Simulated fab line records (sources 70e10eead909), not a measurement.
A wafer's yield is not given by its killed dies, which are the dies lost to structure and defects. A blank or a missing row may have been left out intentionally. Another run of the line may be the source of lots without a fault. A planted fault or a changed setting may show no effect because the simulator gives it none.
Check for tools in common ; flow nand_harc ; 14 lots, 42 wafers sampled

## REASON IT WAS OPENED
Flagged at NHARC_A_ONON_D2_THK_MEAS_27: reading thk_nm, on 2 of 14 lots. No-fault wafers: 1002 nm, standard deviation 8.9.
Rule: a lot is flagged in two cases, either no wafer of it has a number, or all its wafers with numbers fall more than 4 standard deviations from that mean. As for the other lots, they are considered sound.

lot;measured;on;thk_nm (nm), wafer by wafer;flag
L934;day 12 17:53;film_metro-02;1014 1014 1014;
L936;day 13 12:38;film_metro-02;1003 1003 1005;
L935;day 13 12:38;film_metro-01;1001 1000 1002;
L938;day 14 03:31;film_metro-01;1001 1000 1001;
L939;day 14 18:47;film_metro-01;1000 1001 1000;
L946;day 17 12:46;film_metro-02;582 582 583;FLAGGED
L947;day 18 17:23;film_metro-01;576 576 573;FLAGGED
L948;day 19 01:25;film_metro-02;1020 1020 1021;
L950;day 19 18:00;film_metro-02;1001 999 1000;
L949;day 19 18:01;film_metro-01;1006 1005 1004;
L954;day 21 06:59;film_metro-01;1004 1004 1003;
L957;day 22 05:34;film_metro-02;997 995 997;
L956;day 22 05:34;film_metro-01;988 987 987;
L955;day 22 05:34;film_metro-02;999 999 999;
On average the flagged lots' numbers are 579 nm, which is -423 nm against the usual, or -48 standard deviations.

## WHICH TOOL RAN EACH LOT
The record keeps 1 process step preceding the reading, out of 1302 steps on the route. Cell contents, in order: the tool; ch with the chambers the sampled wafers went through; the start.
lot;flag;NHARC_A_ONON_D2_DEP_25
L934;;pecvd_onon-03 ch 0, day 12 17:22
L936;;pecvd_onon-02 ch 0, day 13 12:14
L935;;pecvd_onon-03 ch 0, day 13 12:08
L938;;pecvd_onon-03 ch 0, day 14 03:04
L939;;pecvd_onon-04 ch 0, day 14 18:20
L946;FLAGGED;pecvd_onon-03 ch 0, day 17 12:19
L947;FLAGGED;pecvd_onon-03 ch 0, day 18 16:52
L948;;pecvd_onon-04 ch 0, day 19 00:53
L950;;pecvd_onon-02 ch 0, day 19 17:29
L949;;pecvd_onon-04 ch 0, day 19 17:31
L954;;pecvd_onon-03 ch 0, day 21 06:32
L957;;pecvd_onon-03 ch 0, day 22 05:07
L956;;pecvd_onon-04 ch 0, day 22 05:04
L955;;pecvd_onon-02 ch 0, day 22 05:04
What is done by these steps:
- NHARC_A_ONON_D2_DEP_25: target thk 1000 nm.
- NHARC_A_ONON_D2_THK_MEAS_27: measures by ellipsometry.

## FLAGGED OVER TOTAL, TOOL BY TOOL (the gauges that took the reading come last)
step;tool;lots run;flagged;share of the flagged lots;sound lots run after its first flagged lot
NHARC_A_ONON_D2_DEP_25;pecvd_onon-02;3;0;none;-
NHARC_A_ONON_D2_DEP_25;pecvd_onon-03;7;2;all;2 (L954,L957)
NHARC_A_ONON_D2_DEP_25;pecvd_onon-04;4;0;none;-
NHARC_A_ONON_D2_THK_MEAS_27;film_metro-01;7;1;some;3 (L949,L954,L956)
NHARC_A_ONON_D2_THK_MEAS_27;film_metro-02;7;1;some;4 (L948,L950,L957,L955)

## WHAT IS ALLOWED BY THE TABLE
1 row of the table ran every flagged lot: pecvd_onon-03 at NHARC_A_ONON_D2_DEP_25.
- pecvd_onon-03 at NHARC_A_ONON_D2_DEP_25: 2 of its 7 lots flagged. Lots that were sound ran on it after the first flagged one (L954, L957); a persistent fault on the entire tool would not allow that.
None of the table's rows ran every flagged lot and, after the first, no sound lot.

## WHAT WAS PUT IN BY THE SIMULATOR
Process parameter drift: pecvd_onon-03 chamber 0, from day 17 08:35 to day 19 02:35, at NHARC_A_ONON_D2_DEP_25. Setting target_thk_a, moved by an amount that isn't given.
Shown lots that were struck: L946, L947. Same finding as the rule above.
